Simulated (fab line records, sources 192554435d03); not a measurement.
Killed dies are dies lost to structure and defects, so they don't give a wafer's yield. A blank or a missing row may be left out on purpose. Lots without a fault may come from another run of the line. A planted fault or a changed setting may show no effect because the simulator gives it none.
Chamber matching | flow n5_finfet | N5_BEOL_M5_STRIP_36 on rie_diel-02: 4 sister chambers
The step strips in N2/H2. 18 wafers are shown with their chamber, then 9 later ones without.

WAFERS WITH THEIR CHAMBER
wafer  | chamber | drypump_motor_current_A (A) | showerhead_plenum_p_Torr (Torr) | throttle_valve_pct (%)
L074.4 | 3       | 5.6                         | 2.63                            | 23.79
L074.5 | 2       | 6.0                         | 2.49                            | 23.49
L074.6 | 0       | 5.9                         | 2.51                            | 23.61
L077.1 | 1       | 6.1                         | 2.49                            | 23.29
L077.2 | 2       | 6.0                         | 2.48                            | 23.48
L077.5 | 1       | 6.0                         | 2.48                            | 23.31
L086.1 | 1       | 6.0                         | 2.48                            | 23.32
L086.2 | 2       | 6.0                         | 2.48                            | 23.56
L086.3 | 0       | 5.9                         | 2.50                            | 23.63
L086.4 | 1       | 6.1                         | 2.48                            | 23.30
L086.5 | 0       | 5.9                         | 2.50                            | 23.64
L086.6 | 2       | 6.0                         | 2.48                            | 23.52
L089.1 | 3       | 5.6                         | 2.62                            | 23.82
L089.3 | 1       | 6.1                         | 2.48                            | 23.34
L089.6 | 0       | 5.9                         | 2.50                            | 23.63
L091.1 | 1       | 6.0                         | 2.47                            | 23.35
L091.2 | 3       | 5.6                         | 2.62                            | 23.79
L091.6 | 2       | 6.0                         | 2.47                            | 23.60

SIGNATURES (means of the wafers above)
reading                  | chamber 0 | chamber 1 | chamber 2 | chamber 3 | scatter within a chamber
drypump_motor_current_A  | 5.900     | 6.050     | 6.000     | 5.600     | 0.0327
showerhead_plenum_p_Torr | 2.5025    | 2.4800    | 2.4800    | 2.6233    | 0.00622
throttle_valve_pct       | 23.6275   | 23.3183   | 23.5300   | 23.8000   | 0.0313
Rule: a wafer's distance from a chamber is the root of the sum, over the readings, of the square of ((its reading less the chamber's mean) divided by the reading's scatter). The wafer belongs to the nearest chamber; if the next one is less than 2 further off, it can't be placed. The scatter: the root of (the sum of the squares of (reading less its chamber's mean) over the shown wafers, divided by (wafers less chambers)).

WAFERS WITHOUT THEIR CHAMBER
wafer  | drypump_motor_current_A (A) | showerhead_plenum_p_Torr (Torr) | throttle_valve_pct (%)
L095.1 | 6.0                         | 2.47                            | 23.57
L095.4 | 6.0                         | 2.47                            | 23.55
L095.5 | 6.0                         | 2.47                            | 23.34
L096.1 | 6.0                         | 2.47                            | 23.57
L096.2 | 5.6                         | 2.61                            | 23.81
L096.3 | 6.1                         | 2.47                            | 23.34
L096.4 | 6.0                         | 2.47                            | 23.34
L096.5 | 5.6                         | 2.61                            | 23.83
L096.6 | 6.0                         | 2.47                            | 23.57

WHICH CHAMBER EACH WENT THROUGH
wafer  | from the rows above | in truth
L095.1 | 2                   | 2
L095.4 | 2                   | 2
L095.5 | 1                   | 1
L096.1 | 2                   | 2
L096.2 | 3                   | 3
L096.3 | 1                   | 1
L096.4 | 1                   | 1
L096.5 | 3                   | 3
L096.6 | 2                   | 2
Placed correctly: 9 of 9. Can't be placed from these rows: 0. Placed wrongly: 0.
